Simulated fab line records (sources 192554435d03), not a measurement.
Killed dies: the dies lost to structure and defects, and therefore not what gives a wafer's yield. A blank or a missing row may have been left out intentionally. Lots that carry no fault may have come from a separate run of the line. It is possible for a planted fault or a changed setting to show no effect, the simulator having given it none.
A lot that was struck, set against a sound lot || flow n5 finfet || 14 steps out of a route of 1938
Sound: wafers L117.1, L117.5, L117.6. Wafers L137.1, L137.4, L137.6 were the ones struck. The cause is given at the end.
Per side, at each step with rows, come the tool, then ch with its chambers, and then its first start. Under that, the readings that differ: sound wafers || struck wafers || difference of the means || sigmas: that difference in standard deviations of wafers without a fault.
alike: readings whose means differ by less than 2 such deviations, and words and numbers that are the same on both sides. not compared: withheld readings, readings that some wafer has no value for, bounds like >300 that may hide the same value, and numbers for which the record gives no deviation and whose values overlap.
The two part at a step that has a row with sigmas, a row that says differs or no value, or rows on one side only. Numbers that have no deviation but don't overlap get no sigmas and don't part them. Lack of a reading on every wafer of one side parts them only where that side has two or more wafers.

N5_BEOL_M3_STRIP_66: strips in CF4.
  sound on rie diel-05 ch 0,3, day 6 23:10; struck on rie diel-01 ch 0,2,3, day 11 18:28
  alike: drypump motor current A, oes product au, rf vpp V, showerhead plenum p Torr, throttle valve pct
  not compared: rf hours counter h
N5_BEOL_M3_HM_OPEN_17: chemistry Cl2/BCl3, target TiN, target depth 20 nm, overetch 6 nm.
  sound on rie metal-02 ch 0,1, day 6 23:13; struck on rie metal-03 ch 1, day 11 18:31
{"reading": "throttle valve pct (%)", "sound": "22.28 22.45 22.29", "struck": "21.65 21.66 21.66", "difference": -0.68, "sigmas": -2}
  alike: drypump motor current A, mfc ar sccm, oes product au
  not compared: rf hours counter h
N5_BEOL_M3_STRIP_19: strips in O2.
  sound on rie diel-03 ch 0,2,3, day 6 23:19; struck on rie diel-03 ch 0,2, day 11 18:37
  alike: drypump motor current A, oes product au, rf vpp V, showerhead plenum p Torr, throttle valve pct
  not compared: rf hours counter h
N5_BEOL_M3_CD_MEAS_18: pitch 36 nm, target cd 18 nm.
  sound on cd sem-03, day 6 23:23; struck on cd sem-03, day 11 18:41
  alike: cd nm
then, 8 steps without rows for these wafers: N5_BEOL_M3_COAT_67 (time 60 s, resist thk 60 nm); N5_BEOL_M3_COAT_68 (time 60 s, resist thk 12 nm); N5_BEOL_M3_COAT_76 (time 60 s, resist thk 5 nm); N5_BEOL_M3_COAT_22 (resist thk 30 nm); N5_BEOL_M3_EBR_24; N5_BEOL_M3_SOFTBAKE_23 (time 60 s); N5_BEOL_M3_EXPOSE_25 (exposes mask V2, defocus 5 nm); N5_BEOL_M3_PEB_26 (peb time 60 s).
N5_BEOL_M3_DEVELOP_27: develop time 30 s.
  sound on litho track-03 ch 0, day 6 23:47; struck on litho track-05, day 11 19:04
  no value came back on the struck wafers for chill plate temp C (C), develop time s (s); on the sound wafers chill plate temp C (C) reads 23.02 22.99 22.96
{"reading": "model.CAR-EUV_of_BEOL_M3_COAT_22.thk nm (nm)", "sound": "29.6 29.6 29.6", "struck": "30 30 30", "difference": "+0", "sigmas": ""}
N5_BEOL_M3_CD_MEAS_28: target cd 25.7 nm, target cd y 23.3 nm.
  sound on cd sem-03 ch 0, day 6 23:50; struck on cd sem-03 ch 0, day 11 19:08
{"reading": "cd nm (nm)", "sound": "25.37 26.11 26.13", "struck": "- - -", "difference": "no value on the struck wafers", "sigmas": ""}

## WHERE THEY PART
Last at N5_BEOL_M3_CD_MEAS_28 as far as this record goes, first at N5_BEOL_M3_HM_OPEN_17.

WHY: the cause the simulator had injected
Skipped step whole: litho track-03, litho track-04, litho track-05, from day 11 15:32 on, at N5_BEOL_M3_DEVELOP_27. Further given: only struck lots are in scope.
